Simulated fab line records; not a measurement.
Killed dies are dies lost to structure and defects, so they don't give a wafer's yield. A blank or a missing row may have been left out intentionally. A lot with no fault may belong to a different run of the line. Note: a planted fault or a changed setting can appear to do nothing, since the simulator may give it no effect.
Chamber matching    flow nand_harc    NHARC_A_WL_FILL_STRIP_29 on rie_diel-08 has 4 sister chambers
The step strips in O2, time 20 s. 20 wafers are shown with their chamber, then 10 later ones without.

EACH WAFER AND ITS CHAMBER
wafer   chamber  showerhead_plenum_p_Torr (Torr)  drypump_motor_current_A (A)  oes_product_au (a.u.)
L077.2  0        3.47                             5.3                          0.996
L077.3  1        3.34                             5.5                          1.014
L077.5  0        3.47                             5.3                          0.998
L079.2  2        3.79                             6.1                          0.988
L079.3  1        3.34                             5.6                          1.015
L079.5  2        3.79                             6.1                          0.991
L083.1  0        3.47                             5.3                          1.008
L083.3  1        3.34                             5.6                          1.009
L083.5  1        3.34                             5.6                          1.005
L084.4  0        3.47                             5.3                          1.013
L084.5  1        3.34                             5.6                          1.006
L084.6  0        3.47                             5.3                          1.011
L085.1  1        3.34                             5.6                          1.006
L085.4  0        3.47                             5.3                          0.996
L085.6  3        3.74                             5.9                          0.998
L089.1  2        3.79                             6.1                          0.989
L089.3  3        3.74                             5.9                          1.000
L089.5  3        3.74                             5.9                          0.998
L091.2  0        3.46                             5.3                          1.003
L091.4  3        3.74                             5.9                          1.003

SIGNATURES (averages over the wafers above)
reading                   chamber 0  chamber 1  chamber 2  chamber 3  scatter within a chamber
showerhead_plenum_p_Torr  3.4686     3.3400     3.7900     3.7400     0.00231
drypump_motor_current_A   5.300      5.583      6.100      5.900      0.0228
oes_product_au            1.00357    1.00917    0.98933    0.99975    0.00516
Rule: for each reading, subtract the chamber's mean from the wafer's reading, divide by that reading's scatter and square the result; add these up over the readings and take the root, which gives the wafer's distance from the chamber. If the next closest chamber is less than 2 further off than the closest, the wafer can't be placed; otherwise it belongs to the closest. The scatter is the square root of a quotient: the sum, over the shown wafers, of each reading's squared deviation from its chamber's mean, divided by wafers minus chambers.

WAFERS WITHOUT THEIR CHAMBER
wafer   showerhead_plenum_p_Torr (Torr)  drypump_motor_current_A (A)  oes_product_au (a.u.)
L091.5  3.34                             5.5                          1.008
L093.1  3.79                             6.1                          0.986
L093.4  3.46                             5.3                          1.005
L093.5  3.74                             5.9                          0.996
L095.2  3.74                             5.9                          0.992
L095.3  3.46                             5.3                          1.000
L095.6  3.74                             5.9                          1.001
L094.1  3.46                             5.4                          1.009
L094.2  3.34                             5.5                          0.999
L094.4  3.79                             6.1                          0.996

CHAMBER TAKEN BY EACH
wafer   from the rows above  in truth
L091.5  1                    1
L093.1  2                    2
L093.4  0                    0
L093.5  3                    3
L095.2  3                    3
L095.3  0                    0
L095.6  3                    3
L094.1  0                    0
L094.2  1                    1
L094.4  2                    2
Correct placement for 10 of the 10. Not placeable from these rows: 0. Wrongly placed: 0.
